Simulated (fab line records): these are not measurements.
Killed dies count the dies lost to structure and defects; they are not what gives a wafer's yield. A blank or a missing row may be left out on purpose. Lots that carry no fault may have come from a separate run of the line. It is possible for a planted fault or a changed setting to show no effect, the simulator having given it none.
Chamber matching ; flow n5 finfet ; N5_BEOL_M5_VIA_ETCH_34 on rie diel-04 has 4 sister chambers
The step etches SiCOH lowk in C4F6/O2, target depth 88.3 nm, time 39.2 s. 27 wafers are shown with their chamber, then 12 later ones without.

== WAFERS PAIRED WITH THEIR CHAMBERS ==
wafer;chamber;showerhead plenum p Torr (Torr);drypump motor current A (A);throttle valve pct (%)
L075.1;2;2.84;5.4;20.84
L075.3;0;2.72;6.3;21.28
L075.5;1;2.95;6.0;20.92
L077.1;2;2.84;5.4;20.84
L077.3;1;2.95;6.0;20.92
L077.5;0;2.72;6.3;21.29
L078.1;2;2.84;5.4;20.85
L078.5;2;2.84;5.4;20.86
L078.6;3;2.96;5.9;20.93
L080.2;0;2.72;6.3;21.29
L080.3;2;2.84;5.4;20.87
L080.6;2;2.84;5.4;20.87
L083.2;1;2.94;6.0;20.93
L083.3;3;2.96;6.0;20.94
L083.6;1;2.94;6.0;20.94
L086.1;3;2.95;5.9;20.96
L086.3;0;2.71;6.3;21.31
L086.4;1;2.94;6.0;20.94
L085.2;3;2.95;5.9;20.95
L085.3;0;2.71;6.3;21.31
L085.4;3;2.95;5.9;20.95
L087.2;0;2.71;6.3;21.30
L087.3;3;2.95;5.9;20.96
L087.5;0;2.71;6.3;21.31
L090.1;0;2.71;6.4;21.33
L090.5;2;2.83;5.4;20.89
L090.6;3;2.95;5.9;20.98

SIGNATURES, as means of the wafers listed above
reading;chamber 0;chamber 1;chamber 2;chamber 3;scatter within a chamber
showerhead plenum p Torr;2.7138;2.9440;2.8386;2.9529;0.00483
drypump motor current A;6.312;6.000;5.400;5.914;0.0274
throttle valve pct;21.3025;20.9300;20.8600;20.9529;0.0157
Rule: a wafer lies at a distance from a chamber equal to the root of the sum of squares, over the readings, of (its reading less the chamber's mean, divided by the reading's scatter). The wafer belongs to the nearest chamber; if the next one is less than 2 further off, it can't be placed. How the scatter is found: for the shown wafers, subtract from each reading the mean of its chamber, square and add these, divide the total by (wafers less chambers), then take the root.

== WAFERS WITH NO CHAMBER GIVEN ==
wafer;showerhead plenum p Torr (Torr);drypump motor current A (A);throttle valve pct (%)
L091.1;2.95;5.9;20.95
L091.3;2.83;5.4;20.87
L091.6;2.83;5.4;20.87
L093.3;2.83;5.4;20.89
L093.5;2.70;6.4;21.34
L093.6;2.93;6.0;20.95
L096.4;2.93;6.1;20.96
L096.5;2.83;5.4;20.90
L096.6;2.95;6.0;20.99
L097.1;2.94;5.9;20.99
L097.2;2.93;6.0;20.99
L097.6;2.82;5.4;20.89

== WHICH CHAMBER EACH WENT THROUGH ==
wafer;from the rows above;in truth
L091.1;3;3
L091.3;2;2
L091.6;2;2
L093.3;2;2
L093.5;0;0
L093.6;1;1
L096.4;1;1
L096.5;2;2
L096.6;can't be placed: 3 or 1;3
L097.1;can't be placed: 3 or 1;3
L097.2;can't be placed: 1 or 3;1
L097.6;2;2
Correct placement for 9 of the 12. From these rows, 3 cannot be placed; in 3 the true chamber is one of the candidates. 0 placed wrongly.
